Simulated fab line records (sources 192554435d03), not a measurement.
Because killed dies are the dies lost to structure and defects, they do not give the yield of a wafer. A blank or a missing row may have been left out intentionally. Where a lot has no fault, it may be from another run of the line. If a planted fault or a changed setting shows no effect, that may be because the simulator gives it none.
fab line records ; flow n5-finfet
record lots=7; wafers=18; last-day=17
route steps=1938 shown BEOL_M10@1501
lots that met no fault: taken from a fault-free run of the same line
start-h: hours from the record's first day to the start of the lot's first wafer shown ; wait-h: how many hours have passed since the lot's step before this one ; " identical to the entry in the row above ; L1.1+2: one row covering several wafers at once ; - no value, or no start given ; * or withheld: withheld ; < > ~ a bound
route shown NAME@n: NAME is a module with steps in the file, n the number in the route of the first one ; usual: the fault-free wafers' mean and standard deviation ; same: alike in all rows ; chamber/n: place in a boat ; sites: the reading at each site ; _std_site: how widely they spread, as a standard deviation ; _edge_site: the outer-site mean with the inner-site mean subtracted ; radius-mm: how far each site lies from the wafer's centre ; mask NAME#n: copy n ; behind: the tool/chamber that last shaped the wafer ; hold: why the lot went on hold/how many hours it stayed there/how the hold came to an end ; device: names the non-switching transistor (n, p or np) ; end of line: at the end of the route, the tests of the same wafers ; a step given without rows: its recipe and nothing more ; killed: the dies lost at the first sort to structure and to defects; this is not the yield of the wafer ; map: a wafer's dies, x killed, . not, _ none there
set.NAME: setting as actually run; set.NAME@STEP: the setting as run at that earlier step ; model.NAME: the simulator's own value behind a step, which no gauge read
certain route steps with their lots: each step a table, each wafer a row
services: when a tool's chamber went out of use (start-h, in hours from the record's first day, below 0 if earlier), for how many hours, and the reason
## steps
# step N5_BEOL_M10_DEVELOP_27
# recipe develop-time-s=30; developer=TMAH; resist=CAR-ArF; rinse-liquid=diw; dry=air-spin; dev-temp-c=23
# step N5_BEOL_M10_CD_MEAS_28
# recipe target-cd-nm=70; landing-energy-ev=500; detector=se-inlens; polarity=opening
# usual cd-nm=70.0/0.89
lot.wafer;tool;chamber;start-h;wait-h;cd-nm
L696.2;cd-sem-03;0;245.97;-;71.0
L696.3;cd-sem-03;0;245.97;-;71.2
L696.4;cd-sem-03;0;245.97;-;72.2
L704.1;cd-sem-03;0;288.53;-;69.7
L704.3;cd-sem-03;0;288.53;-;70.1
L704.4;cd-sem-03;0;288.53;-;70.1
L703.5;cd-sem-03;0;288.70;-;69.2
L703.6;cd-sem-03;0;288.70;-;70.4
L707.5;cd-sem-03;0;313.01;-;70.1
L707.6;cd-sem-03;0;313.01;-;69.7
L709.4;cd-sem-03;0;328.01;-;70.7
L709.5;cd-sem-03;0;328.01;-;69.5
L713.4;cd-sem-03;0;341.01;-;70.1
L713.5;cd-sem-03;0;341.01;-;69.7
L713.6;cd-sem-03;0;341.01;-;69.9
L715.2;cd-sem-03;0;352.79;-;70.1
L715.3;cd-sem-03;0;352.79;-;70.7
L715.5;cd-sem-03;0;352.79;-;68.6
# step N5_BEOL_M10_OVL_MEAS_29
# recipe points-per-wafer=44
# usual V9_OVL=-0.6/0.83
lot.wafer;tool;chamber;start-h;wait-h;V9_OVL[nm]
L696.2;overlay-01;0;246.00;0.0;-1.6
L696.3;overlay-01;0;246.00;0.0;-1.8
L696.4;overlay-01;0;246.00;0.0;-1.6
L704.1;overlay-02;0;288.56;0.0;-1.1
L704.3;overlay-02;0;288.56;0.0;-0.9
L704.4;overlay-02;0;288.56;0.0;-0.1
L703.5;overlay-01;0;288.73;0.0;-0.2
L703.6;overlay-01;0;288.73;0.0;-1.3
L707.5;overlay-02;0;313.03;0.0;-1.2
L707.6;overlay-02;0;313.03;0.0;-0.8
L709.4;overlay-02;0;328.04;0.0;0.2
L709.5;overlay-02;0;328.04;0.0;1.6
L713.4;overlay-01;0;341.03;0.0;-0.1
L713.5;overlay-01;0;341.03;0.0;-1.3
L713.6;overlay-01;0;341.03;0.0;-1.2
L715.2;overlay-02;0;352.82;0.0;0.4
L715.3;overlay-02;0;352.82;0.0;0.1
L715.5;overlay-02;0;352.82;0.0;0.7
# step N5_BEOL_M10_INSPECT_30
# recipe mode=adi; inspect-instrument=brightfield
# usual raw-defect-count=373/81
lot.wafer;tool;chamber;start-h;wait-h;raw-defect-count
L696.2;defect-inspect-01;-;246.03;0.0;428
L696.3;defect-inspect-01;-;246.03;0.0;374
L696.4;defect-inspect-01;-;246.03;0.0;326
L704.1;defect-inspect-01;-;288.58;0.0;454
L704.3;defect-inspect-01;-;288.58;0.0;328
L704.4;defect-inspect-01;-;288.58;0.0;520
L703.5;defect-inspect-02;-;288.75;0.0;373
L703.6;defect-inspect-02;-;288.75;0.0;441
L707.5;defect-inspect-02;-;313.06;0.0;385
L707.6;defect-inspect-02;-;313.06;0.0;415
L709.4;defect-inspect-02;-;328.06;0.0;348
L709.5;defect-inspect-02;-;328.06;0.0;284
L713.4;defect-inspect-01;-;341.06;0.0;350
L713.5;defect-inspect-01;-;341.06;0.0;311
L713.6;defect-inspect-01;-;341.06;0.0;302
L715.2;defect-inspect-02;-;352.84;0.0;611
L715.3;defect-inspect-02;-;352.84;0.0;427
L715.5;defect-inspect-02;-;352.84;0.0;607
# step N5_BEOL_M10_DESCUM_33
# recipe chemistry=O2; time-s=7.9; source-power-w=50; bias-power-w=20; pressure-mtorr=20; rf-frequency-hz=2.712e+07; temp-c=40; resist=CAR-ArF; o2-flow-sccm=225
# usual chamber-pressure-mTorr=19.999/0.02; drypump-motor-current-A=5.9/0.32; oes-product-au=0.78/0.079; rf-vpp-V=242.7/1.4; showerhead-plenum-p-Torr=2.06/0.07; throttle-valve-pct=20.44/0.27
lot.wafer;tool;chamber;start-h;wait-h;chamber-pressure-mTorr;drypump-motor-current-A;oes-product-au;rf-hours-counter-h;rf-vpp-V;showerhead-plenum-p-Torr;throttle-valve-pct
L696.2;rie-diel-01;2;246.89;0.9;19.985;6.2;0.69;231;242.3;2.07;20.41
L696.3;rie-diel-01;3;246.89;0.9;19.990;5.7;0.75;144;241.9;2.01;20.67
L696.4;rie-diel-01;2;246.89;0.9;20.017;6.2;0.69;-;243.4;2.07;20.40
L704.1;rie-diel-01;2;288.64;0.1;19.999;6.2;0.68;249;242.2;2.07;20.44
L704.3;rie-diel-01;1;288.64;0.1;20.016;5.9;0.94;10;241.6;2.06;20.16
L704.4;rie-diel-01;0;288.64;0.1;20.008;6.0;0.77;140;240.7;2.02;20.23
L703.5;rie-diel-01;1;289.12;0.4;20.035;5.9;0.94;-;242.6;2.06;20.17
L703.6;rie-diel-01;0;289.12;0.4;19.993;6.0;0.78;-;242.8;2.02;20.23
L707.5;rie-diel-01;1;313.11;0.0;19.996;5.9;0.91;-;242.1;2.06;20.19
L707.6;rie-diel-01;0;313.11;0.0;19.979;6.0;0.76;-;240.9;2.01;20.24
L709.4;rie-diel-01;2;328.10;0.0;20.025;6.2;0.96;5;241.6;2.06;20.08
L709.5;rie-diel-01;0;328.10;0.0;19.980;6.0;0.77;-;241.5;2.01;20.24
L713.4;rie-diel-04;0;341.09;0.0;19.986;5.5;0.80;123;241.9;2.02;20.18
L713.5;rie-diel-04;2;341.09;0.0;19.975;5.6;0.72;-;244.9;2.14;20.85
L713.6;rie-diel-04;1;341.09;0.0;19.995;6.2;0.80;-;245.9;2.19;20.38
L715.2;rie-diel-03;3;352.88;0.0;19.984;5.9;0.71;231;241.3;1.98;20.71
L715.3;rie-diel-03;1;352.88;0.0;19.972;6.3;0.83;76;242.6;2.03;20.08
L715.5;rie-diel-03;3;352.88;0.0;19.968;5.9;0.70;-;239.9;1.98;20.69
# step N5_BEOL_M10_ETCH_65
# recipe chemistry=CF4; target=SiARC; target-depth-a=390; mask-material=CAR-ArF; time-s=65; ion-energy-ev=80; pressure-mtorr=40; source-w=545; bias-w=36; Ar_flow_sccm=100; cf4-flow-sccm=100; ends=cleared
# usual chamber-pressure-mTorr=40.00/0.038; drypump-motor-current-A=5.9/0.32; etch-rf-on-time-s=64.9/1.2; mfc-ar-sccm=100.02/0.28; oes-product-au=0.67/0.066; rf-vpp-V=183.7/1.1; showerhead-plenum-p-Torr=2.11/0.07; throttle-valve-pct=15.62/0.3
lot.wafer;tool;chamber;start-h;wait-h;chamber-pressure-mTorr;drypump-motor-current-A;etch-rf-on-time-s;mfc-ar-sccm;oes-product-au;rf-hours-counter-h;rf-vpp-V;showerhead-plenum-p-Torr;throttle-valve-pct
L696.2;rie-diel-01;2;246.93;0.0;40.00;6.2;67.0;99.48;0.58;231;183.2;2.11;15.60
L696.3;rie-diel-01;3;246.93;0.0;40.04;5.7;63.5;100.19;0.65;144;184.1;2.06;15.83
L696.4;rie-diel-01;2;246.93;0.0;40.07;6.2;66.6;100.09;0.59;-;184.1;2.11;15.60
L704.1;rie-diel-01;2;288.67;0.0;39.96;6.2;66.0;100.08;0.58;249;183.4;2.11;15.64
L704.3;rie-diel-01;1;288.67;0.0;40.01;5.9;63.1;100.55;0.81;10;183.1;2.10;15.28
L704.4;rie-diel-01;0;288.67;0.0;40.00;6.0;64.3;100.54;0.68;140;183.1;2.05;15.35
L703.5;rie-diel-01;1;289.16;0.0;40.00;5.9;62.9;100.49;0.81;-;183.9;2.10;15.30
L703.6;rie-diel-01;0;289.16;0.0;39.96;6.1;64.6;99.56;0.67;-;184.2;2.05;15.32
L707.5;rie-diel-01;1;313.15;0.0;39.97;5.9;63.3;99.97;0.78;-;183.3;2.10;15.30
L707.6;rie-diel-01;0;313.15;0.0;40.02;6.0;65.2;100.15;0.66;-;185.3;2.05;15.36
L709.4;rie-diel-01;2;328.13;0.0;40.06;6.2;66.0;100.09;0.80;5;184.4;2.11;15.16
L709.5;rie-diel-01;0;328.13;0.0;40.03;6.1;65.8;99.92;0.66;-;182.4;2.05;15.36
L713.4;rie-diel-04;0;341.13;0.0;39.99;5.5;64.3;100.38;0.67;123;185.1;2.07;15.38
L713.5;rie-diel-04;2;341.13;0.0;40.01;5.6;66.4;99.95;0.60;-;185.5;2.20;16.13
L713.6;rie-diel-04;1;341.13;0.0;40.00;6.2;66.4;100.17;0.67;-;184.8;2.25;15.61
L715.2;rie-diel-03;3;352.91;0.0;39.93;5.9;65.6;100.21;0.60;231;183.3;2.04;15.98
L715.3;rie-diel-03;1;352.91;0.0;40.06;6.3;64.4;100.28;0.71;76;182.1;2.08;15.33
L715.5;rie-diel-03;3;352.91;0.0;40.02;5.9;65.2;99.99;0.60;-;182.3;2.04;15.96
# step N5_BEOL_M10_ETCH_66
# recipe chemistry=N2/H2; target=SOC; target-depth-a=1200; overetch-a=240; mask-material=SiARC; temp-c=40; time-s=180; ion-energy-ev=200; pressure-mtorr=30; source-w=840; bias-w=150; n2-flow-sccm=200; h2-flow-sccm=200
# step N5_BEOL_M10_STRIP_69
# recipe chemistry=N2/H2; temp-c=40; n2-flow-sccm=200; h2-flow-sccm=200; rf-frequency-hz=6e+07
# step N5_BEOL_M10_VIA_ETCH_34
# recipe chemistry=C4F6/O2; target=SiCOH_lowk; target-depth-a=1845; mask-material=SOC; taper-deg=4; time-s=69.2; ion-energy-ev=250; pressure-mtorr=30; source-w=345; bias-w=185; Ar_flow_sccm=300; C4F6_flow_sccm=10; O2_flow_sccm=10
# usual chamber-pressure-mTorr=30.000/0.025; drypump-motor-current-A=5.9/0.33; mfc-ar-sccm=300.1/0.9; oes-product-au=0.78/0.078; rf-vpp-V=665/6.4; showerhead-plenum-p-Torr=2.81/0.097; throttle-valve-pct=20.89/0.3
lot.wafer;tool;chamber;start-h;wait-h;chamber-pressure-mTorr;drypump-motor-current-A;mfc-ar-sccm;oes-product-au;rf-hours-counter-h;rf-vpp-V;showerhead-plenum-p-Torr;throttle-valve-pct
L696.2;rie-diel-01;2;247.10;0.0;29.972;6.2;300.2;0.69;231;665;2.82;20.87
L696.3;rie-diel-01;3;247.10;0.0;29.987;5.7;300.7;0.76;144;660;2.73;21.10
L696.4;rie-diel-01;2;247.10;0.0;29.985;6.2;299.7;0.69;-;667;2.82;20.87
L704.1;rie-diel-01;2;288.84;0.0;29.983;6.2;300.7;0.67;249;667;2.81;20.87
L704.3;rie-diel-01;1;288.84;0.0;30.022;6.0;299.0;0.93;10;665;2.79;20.57
L704.4;rie-diel-01;0;288.84;0.0;29.960;6.1;300.7;0.78;140;667;2.72;20.55
L703.5;rie-diel-01;1;289.33;0.0;29.999;5.9;299.7;0.93;-;664;2.79;20.55
L703.6;rie-diel-01;0;289.33;0.0;30.015;6.1;299.3;0.77;-;667;2.72;20.53
L707.5;rie-diel-01;1;313.33;0.0;29.958;5.9;298.8;0.91;-;664;2.78;20.57
L707.6;rie-diel-01;0;313.33;0.0;29.985;6.1;299.4;0.77;-;669;2.72;20.58
L709.4;rie-diel-01;2;328.30;0.0;30.002;6.2;300.6;0.95;5;666;2.81;20.54
L709.5;rie-diel-01;0;328.30;0.0;30.008;6.0;299.8;0.77;-;668;2.72;20.57
L713.4;rie-diel-04;0;341.30;0.0;30.034;5.5;300.4;0.79;123;656;2.75;20.63
L713.5;rie-diel-04;2;341.30;0.0;30.013;5.6;300.3;0.71;-;665;2.92;21.41
L713.6;rie-diel-04;1;341.30;0.0;30.028;6.2;301.2;0.80;-;677;3.01;21.01
L715.2;rie-diel-03;3;353.09;0.0;30.011;5.9;300.6;0.72;231;655;2.71;21.21
L715.3;rie-diel-03;1;353.09;0.0;29.981;6.4;300.3;0.83;77;659;2.77;20.59
L715.5;rie-diel-03;3;353.09;0.0;30.035;5.9;301.4;0.71;-;656;2.71;21.22
# step N5_BEOL_M10_STRIP_73
# recipe chemistry=C4F6/O2; resist=SiARC; rf-frequency-hz=6e+07
# step N5_BEOL_M10_STRIP_36
# recipe chemistry=N2/H2; power-w=450; temp-c=40; pressure-mtorr=20; rf-frequency-hz=6e+07; overash-fraction=0.3; bias-power-w=7; h2-frac=0.5; n2-flow-sccm=200; h2-flow-sccm=200
# usual chamber-pressure-mTorr=20.00/0.039; drypump-motor-current-A=5.9/0.32; n2-flow-sccm=200.1/0.66; oes-product-au=0.78/0.078; rf-vpp-V=58.9/2.1; showerhead-plenum-p-Torr=2.50/0.086; throttle-valve-pct=23.66/0.28
lot.wafer;tool;chamber;start-h;wait-h;chamber-pressure-mTorr;drypump-motor-current-A;n2-flow-sccm;oes-product-au;rf-hours-counter-h;rf-vpp-V;showerhead-plenum-p-Torr;throttle-valve-pct
L696.2;rie-diel-01;2;247.16;0.0;20.01;6.2;199.7;0.70;231;61.1;2.50;23.67
L696.3;rie-diel-01;3;247.16;0.0;20.04;5.8;200.3;0.75;144;60.9;2.44;23.86
L696.4;rie-diel-01;2;247.16;0.0;19.92;6.2;199.8;0.71;-;61.1;2.50;23.65
L704.1;rie-diel-01;2;288.91;0.0;20.00;6.2;199.8;0.67;249;57.3;2.50;23.72
L704.3;rie-diel-01;1;288.91;0.0;20.05;6.0;200.3;0.94;10;57.6;2.50;23.20
L704.4;rie-diel-01;0;288.91;0.0;20.03;6.0;198.9;0.78;140;54.3;2.43;23.56
L703.5;rie-diel-01;1;289.39;0.0;19.92;6.0;200.0;0.93;-;59.4;2.50;23.21
L703.6;rie-diel-01;0;289.39;0.0;19.99;6.1;200.9;0.77;-;59.4;2.43;23.55
L707.5;rie-diel-01;1;313.38;0.0;20.06;6.0;199.1;0.90;-;60.9;2.50;23.22
L707.6;rie-diel-01;0;313.38;0.0;20.02;6.1;201.1;0.76;-;58.5;2.43;23.55
L709.4;rie-diel-01;2;328.37;0.0;20.04;6.2;199.7;0.96;5;59.4;2.49;23.40
L709.5;rie-diel-01;0;328.37;0.0;19.93;6.0;200.7;0.76;-;55.4;2.43;23.57
L713.4;rie-diel-04;0;341.36;0.0;20.05;5.5;199.6;0.79;123;59.2;2.44;23.31
L713.5;rie-diel-04;2;341.36;0.0;20.12;5.6;200.7;0.72;-;54.7;2.60;23.96
L713.6;rie-diel-04;1;341.36;0.0;20.00;6.2;199.7;0.80;-;59.2;2.68;23.87
L715.2;rie-diel-03;3;353.15;0.0;20.01;5.9;200.5;0.70;231;59.3;2.41;24.14
L715.3;rie-diel-03;1;353.15;0.0;20.03;6.4;199.7;0.82;77;58.6;2.47;23.38
L715.5;rie-diel-03;3;353.15;0.0;20.04;5.9;199.7;0.70;-;60.0;2.41;24.14
# step N5_BEOL_M10_TRENCH_ETCH_37
# recipe chemistry=C4F6/O2; target-depth-a=1488.3; target=SiCOH_lowk; time-s=48; ion-energy-ev=250; pressure-mtorr=30; source-w=345; bias-w=185; Ar_flow_sccm=300; C4F6_flow_sccm=10; O2_flow_sccm=10
# usual chamber-pressure-mTorr=29.998/0.027; drypump-motor-current-A=5.9/0.32; mfc-ar-sccm=300.0/0.81; oes-product-au=0.78/0.078; rf-vpp-V=665/6.4; showerhead-plenum-p-Torr=2.81/0.097; throttle-valve-pct=20.92/0.3
lot.wafer;tool;chamber;start-h;wait-h;chamber-pressure-mTorr;drypump-motor-current-A;mfc-ar-sccm;oes-product-au;rf-hours-counter-h;rf-vpp-V;showerhead-plenum-p-Torr;throttle-valve-pct
L696.2;rie-diel-01;2;-;-;30.001;6.2;299.4;0.69;231;667;2.82;20.87
L696.3;rie-diel-01;3;-;-;29.978;5.7;300.0;0.76;144;662;2.73;21.12
L696.4;rie-diel-01;2;-;-;29.967;6.2;300.9;0.68;-;666;2.82;20.89
L704.1;rie-diel-01;2;-;-;29.954;6.2;298.8;0.67;249;667;2.81;20.91
L704.3;rie-diel-01;1;-;-;29.993;5.9;301.3;0.93;10;665;2.79;20.60
L704.4;rie-diel-01;0;-;-;30.018;6.1;301.1;0.78;140;668;2.72;20.58
L703.5;rie-diel-01;1;-;-;30.008;5.9;300.3;0.93;-;666;2.79;20.58
L703.6;rie-diel-01;0;-;-;29.961;6.1;300.5;0.78;-;669;2.72;20.58
L707.5;rie-diel-01;1;-;-;29.995;5.9;298.8;0.91;-;665;2.78;20.60
L707.6;rie-diel-01;0;-;-;30.019;6.1;300.0;0.77;-;669;2.72;20.60
L709.4;rie-diel-01;2;-;-;29.991;6.2;299.4;0.96;5;666;2.81;20.57
L709.5;rie-diel-01;0;-;-;29.981;6.0;300.5;0.76;-;668;2.72;20.60
L713.4;rie-diel-04;0;-;-;29.973;5.5;299.6;0.81;123;657;2.75;20.67
L713.5;rie-diel-04;2;-;-;30.041;5.6;299.7;0.71;-;666;2.92;21.42
L713.6;rie-diel-04;1;-;-;29.952;6.2;300.6;0.80;-;677;3.01;21.04
L715.2;rie-diel-03;3;-;-;29.979;5.9;300.3;0.70;231;655;2.71;21.24
L715.3;rie-diel-03;1;-;-;30.008;6.3;300.3;0.83;77;658;2.77;20.63
L715.5;rie-diel-03;3;-;-;30.044;5.9;298.7;0.70;-;657;2.71;21.25
# step N5_BEOL_M10_ETCH_41
# recipe chemistry=CH3F/O2; target=SiCN; target-depth-a=426; taper-deg=2; time-s=86; ion-energy-ev=120; mask-material=TiN; pressure-mtorr=30; source-w=395; bias-w=75; Ar_flow_sccm=150; CH3F_flow_sccm=30; O2_flow_sccm=20
# usual CH3F_flow_sccm=30.01/0.089; chamber-pressure-mTorr=30.001/0.026; drypump-motor-current-A=5.9/0.32; mfc-ar-sccm=150.0/0.43; oes-product-au=0.78/0.078; rf-vpp-V=296.7/1.6; showerhead-plenum-p-Torr=1.97/0.071; throttle-valve-pct=16.31/0.29
lot.wafer;tool;chamber;start-h;wait-h;CH3F_flow_sccm;chamber-pressure-mTorr;drypump-motor-current-A;mfc-ar-sccm;oes-product-au;rf-hours-counter-h;rf-vpp-V;showerhead-plenum-p-Torr;throttle-valve-pct;model.etch.depth-nm
L696.2;rie-diel-01;2;247.24;-;29.90;29.978;6.2;150.4;0.69;231;297.8;1.98;16.33;31.75
L696.3;rie-diel-01;3;247.24;-;30.04;30.041;5.7;151.1;0.76;144;297.1;1.92;16.51;33.1
L696.4;rie-diel-01;2;247.24;-;29.97;29.979;6.2;150.0;0.68;-;296.9;1.98;16.35;31.86
L704.1;rie-diel-01;2;288.99;-;29.98;29.990;6.2;150.2;0.68;249;297.1;1.97;16.37;31.62
L704.3;rie-diel-01;1;288.99;-;30.08;30.010;6.0;149.9;0.94;10;295.8;1.96;15.98;33.13
L704.4;rie-diel-01;0;288.99;-;30.10;30.005;6.1;149.9;0.78;140;296.9;1.91;16.03;32.52
L703.5;rie-diel-01;1;289.48;-;30.14;29.952;6.0;150.4;0.75;-;297.6;1.96;15.99;22.77
L703.6;rie-diel-01;0;289.48;-;30.08;29.973;6.0;150.5;0.77;-;296.2;1.91;16.04;32.27
L707.5;rie-diel-01;1;313.47;-;29.95;29.997;6.0;151.1;0.71;-;296.5;1.96;16.00;22.56
L707.6;rie-diel-01;0;313.47;-;29.98;30.001;6.1;149.9;0.76;-;295.6;1.91;16.06;32.12
L709.4;rie-diel-01;2;328.45;-;30.00;29.989;6.2;150.6;0.96;5;295.9;1.97;15.91;32.59
L709.5;rie-diel-01;0;328.45;-;30.03;30.023;6.0;150.4;0.62;-;294.2;1.91;16.06;22.12
L713.4;rie-diel-04;0;341.44;-;30.09;29.996;5.5;150.2;0.79;123;295.7;1.93;16.07;33.12
L713.5;rie-diel-04;2;341.44;-;30.04;30.001;5.6;148.7;0.71;-;297.8;2.05;16.83;32.21
L713.6;rie-diel-04;1;341.44;-;30.02;30.002;6.2;149.8;0.79;-;300.2;2.11;16.35;32.22
L715.2;rie-diel-03;3;353.23;-;30.12;29.971;5.9;150.1;0.70;231;294.3;1.90;16.63;31.81
L715.3;rie-diel-03;1;353.23;-;29.97;30.028;6.3;150.0;0.82;77;297.4;1.94;16.03;32.77
L715.5;rie-diel-03;3;353.23;-;29.98;29.992;5.9;150.4;0.70;-;294.3;1.90;16.63;31.85
# step N5_BEOL_M10_STRIP_77
# recipe chemistry=N2/H2; time-s=10; power-w=450; temp-c=40; pressure-mtorr=20; rf-frequency-hz=6e+07; bias-power-w=7; n2-flow-sccm=200; h2-flow-sccm=200
## services
tool;chamber;start-h;hours;kind
rie-diel-04;-;240.08;14.6;pm
rie-diel-01;1;244.09;-;clean
rie-diel-01;1;244.09;-;consumable-replace:focus-ring
rie-diel-01;1;244.09;13.9;scheduled-down
rie-diel-01;1;244.09;13.9;vent-cycle
rie-diel-01;2;290.57;-;clean
rie-diel-01;2;290.57;-;consumable-replace:focus-ring
rie-diel-01;2;290.57;21.6;scheduled-down
rie-diel-01;2;290.57;21.6;vent-cycle
rie-diel-04;1;344.77;30.9;repair
## key
first-sign none at tools or gauges
model-effect step=N5_BEOL_M10_ETCH_41; value=etch.depth-nm; without=33.14; struck=22.48
met-at N5_BEOL_M10_ETCH_41
struck-wafers L703.5,L707.5,L709.5
sort-left-out L703.5,L707.5,L709.5
onset-between 288.99 289.48
fault kind=process-parameter-drift; tool=rie-diel-01; chamber=-; onset-h=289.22; steps=N5_BEOL_M10_ETCH_41; channel=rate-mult; offset=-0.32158; shape=step; end-h=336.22; scope=struck-wafers-only
# sort-left-out: the simulated sort isn't trusted on such a fault, so these wafers' sort isn't shown, and their yield isn't known
